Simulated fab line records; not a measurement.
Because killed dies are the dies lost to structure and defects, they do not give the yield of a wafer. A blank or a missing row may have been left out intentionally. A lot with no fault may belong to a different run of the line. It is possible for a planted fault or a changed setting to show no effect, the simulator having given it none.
What tool caused it? + flow nand harc + Sampling: 24 lots, 72 wafers, 3 of 1159 route steps

== WHAT EACH GAUGE READ, for each wafer ==
NHARC_P_CONTACT_CD_MEAS_12 targets a cd of 90 nm.
| lot  | measured     | on        | cd nm (nm)     |
|------|--------------|-----------|----------------|
| L074 | day 5 05:46  | cd sem-03 | 89.9 88.7 90.0 |
| L075 | day 5 21:25  | cd sem-03 | 90.2 89.8 90.2 |
| L077 | day 5 23:28  | cd sem-03 | 90.9 91.4 90.8 |
| L076 | day 5 23:56  | cd sem-02 | 90.4 91.6 89.5 |
| L079 | day 6 12:43  | cd sem-01 | 90.5 90.3 91.1 |
| L078 | day 6 13:35  | cd sem-01 | 90.3 90.5 90.2 |
| L080 | day 7 05:16  | cd sem-02 | 90.5 89.2 90.5 |
| L081 | day 7 07:42  | cd sem-03 | 91.7 91.3 92.0 |
| L082 | day 7 15:26  | cd sem-01 | 90.0 91.7 89.2 |
| L084 | day 8 01:20  | cd sem-03 | 91.3 90.3 91.3 |
| L083 | day 8 02:11  | cd sem-01 | 90.6 90.3 89.7 |
| L085 | day 9 00:08  | cd sem-03 | 91.6 89.7 91.0 |
| L087 | day 9 01:14  | cd sem-01 | 90.0 90.4 90.2 |
| L086 | day 9 01:59  | cd sem-01 | 90.3 90.3 90.3 |
| L088 | day 9 09:44  | cd sem-01 | 90.1 90.5 90.4 |
| L089 | day 9 17:14  | cd sem-03 | 91.2 90.8 90.8 |
| L090 | day 9 18:06  | cd sem-01 | 89.5 90.0 90.4 |
| L091 | day 9 21:47  | cd sem-03 | 91.0 91.5 90.9 |
| L092 | day 9 23:09  | cd sem-03 | 90.1 90.0 90.7 |
| L093 | day 10 12:54 | cd sem-01 | 90.7 90.7 91.3 |
| L095 | day 10 13:31 | cd sem-02 | 90.7 90.0 91.1 |
| L094 | day 10 14:00 | cd sem-03 | 90.8 91.4 91.8 |
| L096 | day 10 22:53 | cd sem-02 | 91.7 90.3 91.0 |
| L097 | day 11 04:40 | cd sem-01 | 90.8 90.6 90.2 |

NHARC_P_CONTACT_OVL_MEAS_13.
| lot  | measured     | on         | overlay x nm (nm) | overlay y nm (nm) |
|------|--------------|------------|-------------------|-------------------|
| L074 | day 5 05:52  | overlay-01 | 0.0 0.0 0.1       | 1.8 1.8 1.6       |
| L075 | day 5 21:31  | overlay-01 | 0.2 0.4 0.0       | -0.2 -0.5 -0.7    |
| L077 | day 5 23:34  | overlay-02 | 0.3 0.2 -0.4      | -0.7 -0.4 -0.9    |
| L076 | day 6 00:01  | overlay-01 | 0.0 -0.2 -0.7     | -0.2 -0.9 -0.5    |
| L079 | day 6 12:48  | overlay-02 | -0.2 0.1 0.0      | -1.9 -2.3 -1.5    |
| L078 | day 6 13:40  | overlay-01 | -1.2 -1.3 -0.4    | 1.3 1.4 1.4       |
| L080 | day 7 05:21  | overlay-01 | 1.0 1.3 1.1       | 0.4 0.7 0.6       |
| L081 | day 7 07:47  | overlay-01 | 0.2 -0.4 0.2      | 0.4 1.2 1.0       |
| L082 | day 7 15:31  | overlay-01 | -0.1 -0.4 -0.6    | 0.2 0.6 0.9       |
| L084 | day 8 01:25  | overlay-01 | -0.8 -1.1 -1.0    | -1.0 -0.8 -1.1    |
| L083 | day 8 02:17  | overlay-02 | 1.0 -0.2 0.4      | 2.4 2.5 2.6       |
| L085 | day 9 00:13  | overlay-01 | -0.1 -0.1 -0.1    | 2.9 2.3 2.6       |
| L087 | day 9 01:19  | overlay-01 | -0.7 -0.9 -0.5    | -0.7 -0.9 -0.9    |
| L086 | day 9 02:04  | overlay-02 | -1.0 -0.7 -1.9    | -1.4 -1.8 -1.6    |
| L088 | day 9 09:49  | overlay-02 | -0.1 -0.5 0.0     | -0.9 -0.9 -1.1    |
| L089 | day 9 17:19  | overlay-01 | -1.3 -1.3 -1.4    | -0.6 -0.5 -0.1    |
| L090 | day 9 18:11  | overlay-01 | -1.2 -0.5 -1.1    | 0.3 0.4 0.8       |
| L091 | day 9 21:52  | overlay-02 | -0.3 -0.4 -0.6    | -1.0 -0.8 -0.4    |
| L092 | day 9 23:14  | overlay-02 | 1.5 1.4 1.3       | -0.3 0.3 0.5      |
| L093 | day 10 13:00 | overlay-02 | 0.5 0.3 0.0       | 0.2 0.2 0.4       |
| L095 | day 10 13:36 | overlay-02 | 0.9 1.2 1.1       | 0.4 0.7 0.5       |
| L094 | day 10 14:06 | overlay-02 | -0.4 0.2 0.3      | 1.3 0.7 1.4       |
| L096 | day 10 22:59 | overlay-01 | -1.0 -0.2 -0.4    | 1.6 1.9 1.1       |
| L097 | day 11 04:46 | overlay-01 | 1.5 1.0 1.7       | 0.5 -0.6 -0.5     |

== WHAT TOOL EACH LOT RAN ON (gives the tool, then ch and the chambers of the sampled wafers, and finally the start) ==
| lot  | NHARC_P_GATE_STRIP_76                |
|------|--------------------------------------|
| L074 | plasma asher-02 ch 0,1, day 5 00:10  |
| L075 | plasma asher-01 ch 0,1, day 5 15:41  |
| L077 | plasma asher-01 ch 0,1, day 5 17:49  |
| L076 | plasma asher-01 ch 0,1, day 5 18:28  |
| L079 | plasma asher-01 ch 0,1, day 6 07:14  |
| L078 | plasma asher-02 ch 0,1, day 6 07:17  |
| L080 | plasma asher-02 ch 0,1, day 6 23:22  |
| L081 | plasma asher-01 ch 0,1, day 7 02:10  |
| L082 | plasma asher-02 ch 0,1, day 7 09:37  |
| L084 | plasma asher-01 ch 0,1, day 7 19:52  |
| L083 | plasma asher-02 ch 0,1, day 7 20:22  |
| L085 | plasma asher-01 ch 0,1, day 8 18:04  |
| L087 | plasma asher-01 ch 0,1, day 8 18:43  |
| L086 | plasma asher-01 ch 0,1, day 8 19:38  |
| L088 | plasma asher-02 ch 0,1, day 9 04:11  |
| L089 | plasma asher-01 ch 0,1, day 9 11:28  |
| L090 | plasma asher-01 ch 0,1, day 9 12:05  |
| L091 | plasma asher-02 ch 1, day 9 16:26    |
| L092 | plasma asher-02 ch 0,1, day 9 17:39  |
| L093 | plasma asher-02 ch 0,1, day 10 07:21 |
| L095 | plasma asher-02 ch 0,1, day 10 07:41 |
| L094 | plasma asher-01 ch 0,1, day 10 07:56 |
| L096 | plasma asher-02 ch 0,1, day 10 17:25 |
| L097 | plasma asher-02 ch 0,1, day 10 23:05 |
- NHARC_P_GATE_STRIP_76: strips in O2.

== AS READ BY THE TOOLS THEMSELVES (means over the sampled wafers that have a number; for cases with no such wafer, the mark the record gives instead) ==
NHARC_P_GATE_STRIP_76.
| lot  | tool            | drypump motor current A (A) | heater power w (W) |
|------|-----------------|-----------------------------|--------------------|
| L074 | plasma asher-02 | 5.3                         | 313                |
| L075 | plasma asher-01 | 5.6                         | 332                |
| L077 | plasma asher-01 | 5.6                         | 339                |
| L076 | plasma asher-01 | 5.6                         | 336                |
| L079 | plasma asher-01 | 5.8                         | 318                |
| L078 | plasma asher-02 | 5.5                         | 301                |
| L080 | plasma asher-02 | 5.4                         | 311                |
| L081 | plasma asher-01 | 5.8                         | 316                |
| L082 | plasma asher-02 | 5.5                         | 299                |
| L084 | plasma asher-01 | 5.6                         | 333                |
| L083 | plasma asher-02 | 5.6                         | 295                |
| L085 | plasma asher-01 | 5.9                         | 318                |
| L087 | plasma asher-01 | 5.9                         | 317                |
| L086 | plasma asher-01 | 5.6                         | 333                |
| L088 | plasma asher-02 | 5.4                         | 327                |
| L089 | plasma asher-01 | 5.6                         | 339                |
| L090 | plasma asher-01 | 5.6                         | 338                |
| L091 | plasma asher-02 | 5.7                         | 292                |
| L092 | plasma asher-02 | 5.4                         | 326                |
| L093 | plasma asher-02 | 5.4                         | 328                |
| L095 | plasma asher-02 | 5.4                         | 323                |
| L094 | plasma asher-01 | 5.6                         | 338                |
| L096 | plasma asher-02 | 5.5                         | 305                |
| L097 | plasma asher-02 | 5.5                         | 312                |

== THE ANSWER, worked out from the rows above alone ==
Rule: what is usual is taken from the lots themselves. Put in order of their means at a reading, lots are off if they are a third of the lots or fewer, leave a main group of 4 or more, and stand apart from it by a gap of 3 or more times the standard deviation of the main group's means; of several such gaps the widest counts. A main group whose means are all the same, to the digits that the tables above print for the reading, isn't used. Also off: a lot with no number at a reading for which 4 or more lots have one. All remaining lots with rows at the step are treated as sound. After the gauges, taken in route order, come the tools' own readings; for these a lot's mean is taken, as printed above. At the first step where some lot is off, the reading lying furthest off is the one used; lots without a number count as furthest.
No lot is off on any of the readings shown, so nothing can be concluded from this.

== WHAT WAS PUT IN BY THE SIMULATOR ==
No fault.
